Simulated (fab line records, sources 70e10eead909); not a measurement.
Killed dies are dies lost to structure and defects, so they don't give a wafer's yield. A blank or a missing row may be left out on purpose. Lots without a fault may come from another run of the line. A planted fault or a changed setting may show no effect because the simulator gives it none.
Tool commonality check | flow nand_harc | 13 lots, 39 wafers sampled

WHY IT WAS OPENED
At NHARC_A_ONON_D1_THK_MEAS_30 the reading thk_nm is flagged on 2 of 13 lots. Wafers without a fault read 998 nm, standard deviation 9.
Rule: a lot is flagged when every wafer of it that has a number lies more than 4 standard deviations from that mean, or none has a number. The other lots count as sound.

lot  | measured     | on            | thk_nm (nm), wafer by wafer | flag
L271 | day 8 12:58  | film_metro-01 | 995 995 996                 |
L274 | day 9 05:15  | film_metro-01 | 1010 1010 1010              |
L273 | day 9 05:16  | film_metro-02 | 986 987 986                 |
L275 | day 10 02:15 | film_metro-01 | 1011 1013 1013              |
L276 | day 10 07:55 | film_metro-01 | 1003 1000 1002              |
L277 | day 11 06:24 | film_metro-01 | 1006 1006 1007              |
L278 | day 11 06:26 | film_metro-02 | 997 1000 1000               |
L286 | day 14 09:28 | film_metro-01 | 833 832 832                 | FLAGGED
L287 | day 15 03:06 | film_metro-01 | 852 853 854                 | FLAGGED
L291 | day 16 14:38 | film_metro-01 | 986 984 987                 |
L293 | day 17 12:19 | film_metro-01 | 1003 1002 1004              |
L292 | day 17 12:20 | film_metro-02 | 992 995 992                 |
L294 | day 18 00:53 | film_metro-02 | 1005 1005 1005              |
The numbers of the flagged lots are 843 nm on average: -155 nm against the usual, or -17 standard deviations.

WHICH TOOL RAN EACH LOT
The record holds 1 process step before the reading, out of a route of 1302 steps. In each cell: the tool, then ch and the chambers that the sampled wafers went through, then the start.
lot  | flag    | NHARC_A_ONON_D1_DEP_28
L271 |         | pecvd_onon-04 ch 0, day 8 12:37
L274 |         | pecvd_onon-04 ch 0, day 9 04:44
L273 |         | pecvd_onon-03 ch 0, day 9 04:52
L275 |         | pecvd_onon-02 ch 0, day 10 01:48
L276 |         | pecvd_onon-04 ch 0, day 10 07:25
L277 |         | pecvd_onon-04 ch 0, day 11 05:53
L278 |         | pecvd_onon-02 ch 0, day 11 05:59
L286 | FLAGGED | pecvd_onon-02 ch 0, day 14 08:58
L287 | FLAGGED | pecvd_onon-02 ch 0, day 15 02:35
L291 |         | pecvd_onon-03 ch 0, day 16 14:08
L293 |         | pecvd_onon-03 ch 0, day 17 11:52
L292 |         | pecvd_onon-04 ch 0, day 17 11:53
L294 |         | pecvd_onon-02 ch 0, day 18 00:22
What these steps do:
- NHARC_A_ONON_D1_DEP_28: target thk 1000 nm.
- NHARC_A_ONON_D1_THK_MEAS_30: measures by ellipsometry.

FLAGGED OVER TOTAL, TOOL BY TOOL (the gauges that took the reading come last)
step                        | tool          | lots run | flagged | share of the flagged lots | sound lots run after its first flagged lot
NHARC_A_ONON_D1_DEP_28      | pecvd_onon-02 | 5        | 2       | all                       | 1 (L294)
NHARC_A_ONON_D1_DEP_28      | pecvd_onon-03 | 3        | 0       | none                      | -
NHARC_A_ONON_D1_DEP_28      | pecvd_onon-04 | 5        | 0       | none                      | -
NHARC_A_ONON_D1_THK_MEAS_30 | film_metro-01 | 9        | 2       | all                       | 2 (L291,L293)
NHARC_A_ONON_D1_THK_MEAS_30 | film_metro-02 | 4        | 0       | none                      | -

WHAT THE TABLE ALLOWS
2 rows of the table ran every flagged lot: pecvd_onon-02 at NHARC_A_ONON_D1_DEP_28, film_metro-01 at NHARC_A_ONON_D1_THK_MEAS_30.
- pecvd_onon-02 at NHARC_A_ONON_D1_DEP_28: 2 of its 5 lots flagged. Sound lots ran on it after the first flagged one (L294), which a lasting fault on the whole tool wouldn't allow.
- film_metro-01 at NHARC_A_ONON_D1_THK_MEAS_30: 2 of its 9 lots flagged. Sound lots ran on it after the first flagged one (L291, L293), which a lasting fault on the whole tool wouldn't allow.
No row of the table ran every flagged lot and no sound lot after the first.

WHAT THE SIMULATOR HAD PUT IN
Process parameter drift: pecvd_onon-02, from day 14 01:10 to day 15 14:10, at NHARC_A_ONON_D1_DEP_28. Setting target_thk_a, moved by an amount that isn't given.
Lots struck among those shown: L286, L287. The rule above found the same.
